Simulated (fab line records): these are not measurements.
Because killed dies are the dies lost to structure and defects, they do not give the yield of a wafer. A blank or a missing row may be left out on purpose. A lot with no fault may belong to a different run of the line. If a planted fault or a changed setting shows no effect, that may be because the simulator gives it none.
Comparing a struck lot with a sound one || flow n5-finfet || 15 steps out of a route of 1938
Sound: these wafers, L683.1, L683.3, L683.5. Wafers L684.2, L684.4, L684.6 were the ones struck. The cause is given at the end.
Per side, at each step with rows, come the tool, then ch with its chambers, and then its first start. Under that, the readings that differ: sound wafers || struck wafers || difference of the means || sigmas: that difference in standard deviations of wafers without a fault.
alike: a reading whose means differ by less than 2 such deviations, as well as words and numbers matching on both sides. not compared: withheld readings; readings where some wafer has no value; bounds like >300 that might hide an equal value; numbers whose values overlap and for which the record gives no deviation.
The two part at a step that has a row with sigmas, a row that says differs or no value, or rows on one side only. Numbers that have no deviation but don't overlap get no sigmas and don't part them. Lack of a reading on every wafer of one side parts them only where that side has two or more wafers.

first, 5 steps without rows for these wafers: N5_PASSIVATION_SOFTBAKE_25 (time 90 s); N5_PASSIVATION_EXPOSE_27 (exposes mask PAD, defocus 0 nm); N5_PASSIVATION_PEB_28; N5_PASSIVATION_DEVELOP_29 (develop time 60 s); N5_PASSIVATION_HARDBAKE_31 (time 120 s).
N5_PASSIVATION_CD_MEAS_30: the cd target is 4000 nm.
  sound on cd-sem-01 ch 0, day 14 14:53; struck on cd-sem-01 ch 0, day 15 14:20
  alike: cd-nm
N5_PASSIVATION_OVL_MEAS_63:
  sound on overlay-01 ch 0, day 14 14:55; struck on overlay-02 ch 0, day 15 14:22
  alike: PAD_OVL
N5_PASSIVATION_INSPECT_64: inspects for defects (macro).
  sound on defect-inspect-01, day 14 14:56; struck on defect-inspect-01, day 15 14:23
  alike: raw-defect-count
N5_PASSIVATION_DESCUM_32: chemistry O2, time 7.9 s.
  sound on rie-diel-01 ch 0,1,3, day 14 14:59; struck on rie-diel-06 ch 0,2, day 15 14:37
  alike: drypump-motor-current-A, oes-product-au, rf-vpp-V, showerhead-plenum-p-Torr, throttle-valve-pct
  not compared: rf-hours-counter-h
N5_PASSIVATION_AL_ETCH_33: etches Al in Cl2/BCl3, stops on TaN, target depth 2800 nm, time 466.7 s.
  sound on rie-metal-01 ch 0,1, day 14 15:05; struck on rie-metal-03 ch 0,1, day 15 14:41
  alike: drypump-motor-current-A, oes-product-au, throttle-valve-pct
  not compared: rf-hours-counter-h
N5_PASSIVATION_ETCH_59: etches TaN in Cl2/BCl3, target depth 65 nm, time 34.9 s.
  sound on rie-metal-01 ch 0,1, day 14 15:30; struck on rie-metal-03 ch 0,1, day 15 15:06
  alike: drypump-motor-current-A, oes-product-au, throttle-valve-pct
  not compared: rf-hours-counter-h
N5_PASSIVATION_STRIP_34: strips in O2.
  sound on rie-diel-01 ch 0,3, day 14 15:37; struck on rie-diel-01 ch 0,2,3, day 15 15:13
  alike: chamber-pressure-mTorr, drypump-motor-current-A, oes-product-au, rf-vpp-V, showerhead-plenum-p-Torr, throttle-valve-pct
  not compared: rf-hours-counter-h
N5_PASSIVATION_STRIP_51: strips in post etch residue remover, time 1200 s.
  sound on wet-bench-05 ch 1,2,6, day 14 15:41; struck on wet-bench-03 ch 3,5,6, day 15 15:17
  no value came back on the struck wafers for bath-guard-temp-C (C), bath-heat-duty-pct (%); on the sound wafers bath-guard-temp-C (C) reads 71.4 73.6 72.2
then, 1 step without rows for these wafers: N5_PASSIVATION_CLEAN_69 (cleans in IPA, time 180 s).
N5_PASSIVATION_PROBE_49:
  sound on prober-01, day 14 20:40; struck on prober-01, day 15 19:34
  alike: defect-limited-yield, killed_at_M0_to_M3, killed_at_M4_up, killed-at-contacts, killed-at-front-end, killed-at-other, killed-dies, killed-open, killed-short, sort_bin_5_function, sort_bin_6_memory, sort-n-pass, sort-yield-pct

WHERE THEY PART
Only at N5_PASSIVATION_STRIP_51, as far as this record shows. Later steps at which nothing parts them and some readings are alike: N5_PASSIVATION_PROBE_49.

WHY: what the simulator had put in
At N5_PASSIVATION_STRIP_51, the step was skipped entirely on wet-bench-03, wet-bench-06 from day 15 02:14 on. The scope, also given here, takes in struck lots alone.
